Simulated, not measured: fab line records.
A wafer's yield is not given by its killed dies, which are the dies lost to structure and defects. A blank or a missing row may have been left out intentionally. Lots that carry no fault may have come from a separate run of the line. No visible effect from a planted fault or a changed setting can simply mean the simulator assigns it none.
Which tool is to blame? / flow nand_harc / 11 lots with 33 wafers sampled at 5 steps, on a route of 1302 steps

## WHAT EACH GAUGE READ, for each wafer
NHARC_A_ONON_D1_THK_MEAS_34: measures by ellipsometry. Usual: thk_nm 199.8 nm, standard deviation 2.7.
lot=L372; measured=day 8 05:11; on=film_metro-02; thk_nm (nm)=195.8 195.9 195.7; flag=
lot=L373; measured=day 8 14:50; on=film_metro-01; thk_nm (nm)=198.3 198.9 202.7; flag=
lot=L376; measured=day 9 19:52; on=film_metro-01; thk_nm (nm)=198.6 202.6 202.3; flag=
lot=L377; measured=day 10 04:05; on=film_metro-02; thk_nm (nm)=197.8 198.4 200.1; flag=
lot=L378; measured=day 10 20:29; on=film_metro-02; thk_nm (nm)=195.5 201.6 200.0; flag=
lot=L380; measured=day 11 22:10; on=film_metro-01; thk_nm (nm)=198.8 198.7 200.5; flag=
lot=L387; measured=day 14 09:05; on=film_metro-02; thk_nm (nm)=199.8 200.6 200.2; flag=
lot=L388; measured=day 14 21:43; on=film_metro-01; thk_nm (nm)=199.9 203.6 202.6; flag=
lot=L391; measured=day 16 04:57; on=film_metro-01; thk_nm (nm)=198.5 202.1 201.0; flag=
lot=L392; measured=day 16 16:22; on=film_metro-01; thk_nm (nm)=197.4 200.4 203.3; flag=
lot=L395; measured=day 18 04:59; on=film_metro-01; thk_nm (nm)=196.0 201.7 200.5; flag=

NHARC_END_SORT_01. Usual: killed_at_array 63, standard deviation 18; killed_at_other 1.1, standard deviation 1.3; killed_at_periphery 4.3, standard deviation 2.8; killed_dies 68, standard deviation 18; killed_open 3.3, standard deviation 2; killed_short 2.4, standard deviation 1.6.
lot=L380; measured=day 31 18:21; on=prober-01; killed_at_array=52 65; killed_at_other=5 0; killed_at_periphery=3 2; killed_dies=60 67; killed_open=2 3; killed_short=3 2; flag=
lot=L388; measured=day 32 11:36; on=prober-01; killed_at_array=57; killed_at_other=1; killed_at_periphery=10; killed_dies=68; killed_open=3; killed_short=3; flag=

## TOOL THAT RAN EACH LOT (tool first, then ch and the chambers of the sampled wafers, then the start)
lot=L372; NHARC_A_CHANNEL_HOLE_D1_ETCH_38=rie_diel-08 ch 0,1,3, day 8 09:15; NHARC_A_CHANNEL_HOLE_D1_ETCH_34=rie_diel-08 ch 0,2,3, day 8 10:31 or earlier; NHARC_A_CHANNEL_HOLE_D1_ETCH_20=har_etch-02 ch 0,1, day 8 10:31
lot=L373; NHARC_A_CHANNEL_HOLE_D1_ETCH_38=rie_diel-08 ch 0,2,3, day 8 17:52; NHARC_A_CHANNEL_HOLE_D1_ETCH_34=rie_diel-08 ch 1,2,3, day 8 19:07 or earlier; NHARC_A_CHANNEL_HOLE_D1_ETCH_20=har_etch-02 ch 0,1, day 8 19:07
lot=L376; NHARC_A_CHANNEL_HOLE_D1_ETCH_38=rie_diel-08 ch 0,1,3, day 9 22:56; NHARC_A_CHANNEL_HOLE_D1_ETCH_34=rie_diel-08 ch 0,2,3, day 10 00:13 or earlier; NHARC_A_CHANNEL_HOLE_D1_ETCH_20=har_etch-01 ch 0,1, day 10 00:13
lot=L377; NHARC_A_CHANNEL_HOLE_D1_ETCH_38=rie_diel-08 ch 0,1, day 10 07:27; NHARC_A_CHANNEL_HOLE_D1_ETCH_34=rie_diel-08 ch 0,1,3, day 10 09:17 or earlier; NHARC_A_CHANNEL_HOLE_D1_ETCH_20=har_etch-02 ch 0,1, day 10 09:17
lot=L378; NHARC_A_CHANNEL_HOLE_D1_ETCH_38=rie_diel-08 ch 1,3, day 10 23:26; NHARC_A_CHANNEL_HOLE_D1_ETCH_34=rie_diel-08 ch 1,3, day 11 04:52 or earlier; NHARC_A_CHANNEL_HOLE_D1_ETCH_20=har_etch-02 ch 0,1, day 11 04:52
lot=L380; NHARC_A_CHANNEL_HOLE_D1_ETCH_38=rie_diel-08 ch 0,1,2, day 12 01:13; NHARC_A_CHANNEL_HOLE_D1_ETCH_34=rie_diel-08 ch 0,2,3, day 12 02:28 or earlier; NHARC_A_CHANNEL_HOLE_D1_ETCH_20=har_etch-02 ch 0, day 12 02:28
lot=L387; NHARC_A_CHANNEL_HOLE_D1_ETCH_38=rie_diel-08 ch 0,1,3, day 14 12:46; NHARC_A_CHANNEL_HOLE_D1_ETCH_34=rie_diel-08 ch 0,1,3, day 14 14:01 or earlier; NHARC_A_CHANNEL_HOLE_D1_ETCH_20=har_etch-01 ch 0,1, day 14 14:01
lot=L388; NHARC_A_CHANNEL_HOLE_D1_ETCH_38=rie_diel-08 ch 0,2,3, day 15 02:07; NHARC_A_CHANNEL_HOLE_D1_ETCH_34=rie_diel-08 ch 0,1,2, day 15 03:25 or earlier; NHARC_A_CHANNEL_HOLE_D1_ETCH_20=har_etch-01 ch 0,1, day 15 03:25
lot=L391; NHARC_A_CHANNEL_HOLE_D1_ETCH_38=rie_diel-04 ch 0,1, day 16 11:44; NHARC_A_CHANNEL_HOLE_D1_ETCH_34=rie_diel-04 ch 0,3, day 16 12:57 or earlier; NHARC_A_CHANNEL_HOLE_D1_ETCH_20=har_etch-01 ch 0,1, day 16 12:57
lot=L392; NHARC_A_CHANNEL_HOLE_D1_ETCH_38=rie_diel-04 ch 1,2,3, day 16 22:19; NHARC_A_CHANNEL_HOLE_D1_ETCH_34=rie_diel-04 ch 1,2,3, day 17 03:04 or earlier; NHARC_A_CHANNEL_HOLE_D1_ETCH_20=har_etch-01 ch 0,1, day 17 03:04
lot=L395; NHARC_A_CHANNEL_HOLE_D1_ETCH_38=rie_diel-10 ch 1,2, day 18 08:05; NHARC_A_CHANNEL_HOLE_D1_ETCH_34=rie_diel-10 ch 1,2,3, day 18 09:29 or earlier; NHARC_A_CHANNEL_HOLE_D1_ETCH_20=har_etch-02 ch 0,1, day 18 09:29
- NHARC_A_CHANNEL_HOLE_D1_ETCH_38: etches the open film in CF4, target depth 39 nm, time 65 s.
- NHARC_A_CHANNEL_HOLE_D1_ETCH_34: etches the open film in CF4/CHF3, target depth 154 nm, time 77 s.
- NHARC_A_CHANNEL_HOLE_D1_ETCH_20: etches the open film in C4F8/O2/Ar, time 361.9 s, target depth 1600 nm.

## WHAT THE TOOLS THEMSELVES READ (means of the sampled wafers that have a number; where no wafer has one, the mark that the record gives instead)
NHARC_A_CHANNEL_HOLE_D1_ETCH_38. Usual: drypump_motor_current_A 5.6 A (standard deviation 0.38); mfc_ar_sccm 0.007 sccm (standard deviation 0.0084); oes_product_au 1.002 a.u. (standard deviation 0.0059); rf_vpp_V 151.2 V (standard deviation 1.3); run_length_s 86.6 s (standard deviation 0.39); showerhead_plenum_p_Torr 1.76 Torr (standard deviation 0.078); throttle_valve_pct 13.283 % (standard deviation 0.0089).
lot=L372; tool=rie_diel-08; drypump_motor_current_A (A)=5.6; mfc_ar_sccm (sccm)=0.011; oes_product_au (a.u.)=1.001; rf_vpp_V (V)=151.8; run_length_s (s)=86.5; showerhead_plenum_p_Torr (Torr)=1.74; throttle_valve_pct (%)=13.284; flag=
lot=L373; tool=rie_diel-08; drypump_motor_current_A (A)=5.3; mfc_ar_sccm (sccm)=0.006; oes_product_au (a.u.)=1.001; rf_vpp_V (V)=151.8; run_length_s (s)=86.4; showerhead_plenum_p_Torr (Torr)=1.78; throttle_valve_pct (%)=13.282; flag=
lot=L376; tool=rie_diel-08; drypump_motor_current_A (A)=5.6; mfc_ar_sccm (sccm)=0.011; oes_product_au (a.u.)=0.994; rf_vpp_V (V)=151.7; run_length_s (s)=86.5; showerhead_plenum_p_Torr (Torr)=1.74; throttle_valve_pct (%)=13.284; flag=
lot=L377; tool=rie_diel-08; drypump_motor_current_A (A)=5.6; mfc_ar_sccm (sccm)=0.005; oes_product_au (a.u.)=1.005; rf_vpp_V (V)=150.1; run_length_s (s)=86.3; showerhead_plenum_p_Torr (Torr)=1.68; throttle_valve_pct (%)=13.273; flag=
lot=L378; tool=rie_diel-08; drypump_motor_current_A (A)=5.8; mfc_ar_sccm (sccm)=0.016; oes_product_au (a.u.)=1.005; rf_vpp_V (V)=150.3; run_length_s (s)=86.9; showerhead_plenum_p_Torr (Torr)=1.75; throttle_valve_pct (%)=13.282; flag=
lot=L380; tool=rie_diel-08; drypump_motor_current_A (A)=5.4; mfc_ar_sccm (sccm)=0.005; oes_product_au (a.u.)=1.000; rf_vpp_V (V)=150.9; run_length_s (s)=86.4; showerhead_plenum_p_Torr (Torr)=1.72; throttle_valve_pct (%)=13.285; flag=
lot=L387; tool=rie_diel-08; drypump_motor_current_A (A)=5.6; mfc_ar_sccm (sccm)=0.011; oes_product_au (a.u.)=1.002; rf_vpp_V (V)=151.0; run_length_s (s)=86.8; showerhead_plenum_p_Torr (Torr)=1.74; throttle_valve_pct (%)=13.284; flag=
lot=L388; tool=rie_diel-08; drypump_motor_current_A (A)=5.3; mfc_ar_sccm (sccm)=0.006; oes_product_au (a.u.)=1.008; rf_vpp_V (V)=151.9; run_length_s (s)=80.8; showerhead_plenum_p_Torr (Torr)=1.78; throttle_valve_pct (%)=13.286; flag=OFF
lot=L391; tool=rie_diel-04; drypump_motor_current_A (A)=6.1; mfc_ar_sccm (sccm)=0.007; oes_product_au (a.u.)=1.002; rf_vpp_V (V)=150.8; run_length_s (s)=86.9; showerhead_plenum_p_Torr (Torr)=1.76; throttle_valve_pct (%)=13.278; flag=
lot=L392; tool=rie_diel-04; drypump_motor_current_A (A)=6.0; mfc_ar_sccm (sccm)=0.013; oes_product_au (a.u.)=1.002; rf_vpp_V (V)=150.6; run_length_s (s)=87.0; showerhead_plenum_p_Torr (Torr)=1.71; throttle_valve_pct (%)=13.287; flag=
lot=L395; tool=rie_diel-10; drypump_motor_current_A (A)=6.0; mfc_ar_sccm (sccm)=0.004; oes_product_au (a.u.)=1.006; rf_vpp_V (V)=152.2; run_length_s (s)=86.6; showerhead_plenum_p_Torr (Torr)=1.81; throttle_valve_pct (%)=13.283; flag=

NHARC_A_CHANNEL_HOLE_D1_ETCH_34. Usual: drypump_motor_current_A 5.6 A (standard deviation 0.37); mfc_ar_sccm 0.007 sccm (standard deviation 0.0084); oes_product_au 0.950 a.u. (standard deviation 0.024); rf_vpp_V 370.2 V (standard deviation 2.5); run_length_s 98.6 s (standard deviation 0.39); showerhead_plenum_p_Torr 1.56 Torr (standard deviation 0.07); throttle_valve_pct 16.802 % (standard deviation 0.0089).
lot=L372; tool=rie_diel-08; drypump_motor_current_A (A)=5.3; mfc_ar_sccm (sccm)=0.006; oes_product_au (a.u.)=0.915; rf_vpp_V (V)=370.5; run_length_s (s)=98.3; showerhead_plenum_p_Torr (Torr)=1.59; throttle_valve_pct (%)=16.806; flag=
lot=L373; tool=rie_diel-08; drypump_motor_current_A (A)=5.5; mfc_ar_sccm (sccm)=0.011; oes_product_au (a.u.)=0.919; rf_vpp_V (V)=371.8; run_length_s (s)=98.7; showerhead_plenum_p_Torr (Torr)=1.59; throttle_valve_pct (%)=16.810; flag=
lot=L376; tool=rie_diel-08; drypump_motor_current_A (A)=5.3; mfc_ar_sccm (sccm)=0.006; oes_product_au (a.u.)=0.970; rf_vpp_V (V)=371.5; run_length_s (s)=98.4; showerhead_plenum_p_Torr (Torr)=1.59; throttle_valve_pct (%)=16.808; flag=
lot=L377; tool=rie_diel-08; drypump_motor_current_A (A)=5.6; mfc_ar_sccm (sccm)=0.011; oes_product_au (a.u.)=0.973; rf_vpp_V (V)=369.7; run_length_s (s)=98.7; showerhead_plenum_p_Torr (Torr)=1.55; throttle_valve_pct (%)=16.789; flag=
lot=L378; tool=rie_diel-08; drypump_motor_current_A (A)=5.7; mfc_ar_sccm (sccm)=0.017; oes_product_au (a.u.)=0.967; rf_vpp_V (V)=372.1; run_length_s (s)=99.1; showerhead_plenum_p_Torr (Torr)=1.61; throttle_valve_pct (%)=16.809; flag=
lot=L380; tool=rie_diel-08; drypump_motor_current_A (A)=5.3; mfc_ar_sccm (sccm)=0.006; oes_product_au (a.u.)=0.924; rf_vpp_V (V)=371.1; run_length_s (s)=98.6; showerhead_plenum_p_Torr (Torr)=1.59; throttle_valve_pct (%)=16.799; flag=
lot=L387; tool=rie_diel-08; drypump_motor_current_A (A)=5.6; mfc_ar_sccm (sccm)=0.011; oes_product_au (a.u.)=0.927; rf_vpp_V (V)=370.3; run_length_s (s)=98.4; showerhead_plenum_p_Torr (Torr)=1.55; throttle_valve_pct (%)=16.803; flag=
lot=L388; tool=rie_diel-08; drypump_motor_current_A (A)=5.4; mfc_ar_sccm (sccm)=0.005; oes_product_au (a.u.)=0.934; rf_vpp_V (V)=369.2; run_length_s (s)=98.4; showerhead_plenum_p_Torr (Torr)=1.53; throttle_valve_pct (%)=16.793; flag=
lot=L391; tool=rie_diel-04; drypump_motor_current_A (A)=5.5; mfc_ar_sccm (sccm)=0.007; oes_product_au (a.u.)=0.969; rf_vpp_V (V)=369.4; run_length_s (s)=98.6; showerhead_plenum_p_Torr (Torr)=1.52; throttle_valve_pct (%)=16.801; flag=
lot=L392; tool=rie_diel-04; drypump_motor_current_A (A)=6.0; mfc_ar_sccm (sccm)=0.013; oes_product_au (a.u.)=0.970; rf_vpp_V (V)=368.7; run_length_s (s)=98.7; showerhead_plenum_p_Torr (Torr)=1.52; throttle_valve_pct (%)=16.796; flag=
lot=L395; tool=rie_diel-10; drypump_motor_current_A (A)=5.8; mfc_ar_sccm (sccm)=0.004; oes_product_au (a.u.)=0.921; rf_vpp_V (V)=371.4; run_length_s (s)=98.8; showerhead_plenum_p_Torr (Torr)=1.59; throttle_valve_pct (%)=16.798; flag=

NHARC_A_CHANNEL_HOLE_D1_ETCH_20. Usual: c4f8_flow_sccm 89.32 sccm, standard deviation 0.28; drypump_motor_current_A 5.5 A, standard deviation 0.46; mfc_ar_sccm 375.0 sccm, standard deviation 1.3; showerhead_plenum_p_Torr 3.64 Torr, standard deviation 0.073; throttle_valve_pct 32.154 %, standard deviation 0.009.
lot=L372; tool=har_etch-02; c4f8_flow_sccm (sccm)=89.66; drypump_motor_current_A (A)=5.7; mfc_ar_sccm (sccm)=375.1; showerhead_plenum_p_Torr (Torr)=3.64; throttle_valve_pct (%)=32.155; flag=
lot=L373; tool=har_etch-02; c4f8_flow_sccm (sccm)=89.64; drypump_motor_current_A (A)=5.3; mfc_ar_sccm (sccm)=375.2; showerhead_plenum_p_Torr (Torr)=3.62; throttle_valve_pct (%)=32.158; flag=
lot=L376; tool=har_etch-01; c4f8_flow_sccm (sccm)=88.87; drypump_motor_current_A (A)=5.4; mfc_ar_sccm (sccm)=375.1; showerhead_plenum_p_Torr (Torr)=3.70; throttle_valve_pct (%)=32.152; flag=
lot=L377; tool=har_etch-02; c4f8_flow_sccm (sccm)=89.53; drypump_motor_current_A (A)=5.7; mfc_ar_sccm (sccm)=375.1; showerhead_plenum_p_Torr (Torr)=3.62; throttle_valve_pct (%)=32.160; flag=
lot=L378; tool=har_etch-02; c4f8_flow_sccm (sccm)=89.12; drypump_motor_current_A (A)=5.3; mfc_ar_sccm (sccm)=374.7; showerhead_plenum_p_Torr (Torr)=3.60; throttle_valve_pct (%)=32.146; flag=
lot=L380; tool=har_etch-02; c4f8_flow_sccm (sccm)=89.45; drypump_motor_current_A (A)=5.0; mfc_ar_sccm (sccm)=375.4; showerhead_plenum_p_Torr (Torr)=3.58; throttle_valve_pct (%)=32.152; flag=
lot=L387; tool=har_etch-01; c4f8_flow_sccm (sccm)=89.38; drypump_motor_current_A (A)=5.3; mfc_ar_sccm (sccm)=375.4; showerhead_plenum_p_Torr (Torr)=3.67; throttle_valve_pct (%)=32.159; flag=
lot=L388; tool=har_etch-01; c4f8_flow_sccm (sccm)=89.24; drypump_motor_current_A (A)=5.5; mfc_ar_sccm (sccm)=374.6; showerhead_plenum_p_Torr (Torr)=3.64; throttle_valve_pct (%)=32.152; flag=
lot=L391; tool=har_etch-01; c4f8_flow_sccm (sccm)=89.38; drypump_motor_current_A (A)=5.3; mfc_ar_sccm (sccm)=375.5; showerhead_plenum_p_Torr (Torr)=3.66; throttle_valve_pct (%)=32.149; flag=
lot=L392; tool=har_etch-01; c4f8_flow_sccm (sccm)=88.96; drypump_motor_current_A (A)=5.4; mfc_ar_sccm (sccm)=374.7; showerhead_plenum_p_Torr (Torr)=3.65; throttle_valve_pct (%)=32.155; flag=
lot=L395; tool=har_etch-02; c4f8_flow_sccm (sccm)=89.21; drypump_motor_current_A (A)=5.7; mfc_ar_sccm (sccm)=374.8; showerhead_plenum_p_Torr (Torr)=3.92; throttle_valve_pct (%)=32.152; flag=OFF

## THE ANSWER, worked out from the rows above alone
Rule: lot off if the mean of its wafers having a number is beyond 3 standard deviations from the usual mean. A lot without any number at a reading at which 4 lots or more have one is off too. The other lots that the step has rows for count as sound. The gauges are gone through in route order, then the tools' own readings, and for those a lot's mean is taken as printed above. At the first step where some lot is off, the reading lying furthest off is the one used; lots without a number count as furthest.
Off, at NHARC_A_CHANNEL_HOLE_D1_ETCH_38 on run_length_s: L388.
A tool fits if, at that step or a process step before it, it ran every lot that is off, and no sound lot after the first of them. One fits: NHARC_A_CHANNEL_HOLE_D1_ETCH_38 on rie_diel-08. Its last sound lot is L387 (day 14 12:46), its first lot that is off L388 (day 15 02:07): a fault that began between those two fits.
On the lots that are off, the tool's own readings at NHARC_A_CHANNEL_HOLE_D1_ETCH_38 differ by more than 5 times the standard deviation of the sound lots' means, which bears it out; run_length_s reads 80.8 s there versus 86.6 s on the sound lots.

## WHAT THE SIMULATOR PUT IN
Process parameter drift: rie_diel-08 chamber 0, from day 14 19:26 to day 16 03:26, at NHARC_A_CHANNEL_HOLE_D1_ETCH_38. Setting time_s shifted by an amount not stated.
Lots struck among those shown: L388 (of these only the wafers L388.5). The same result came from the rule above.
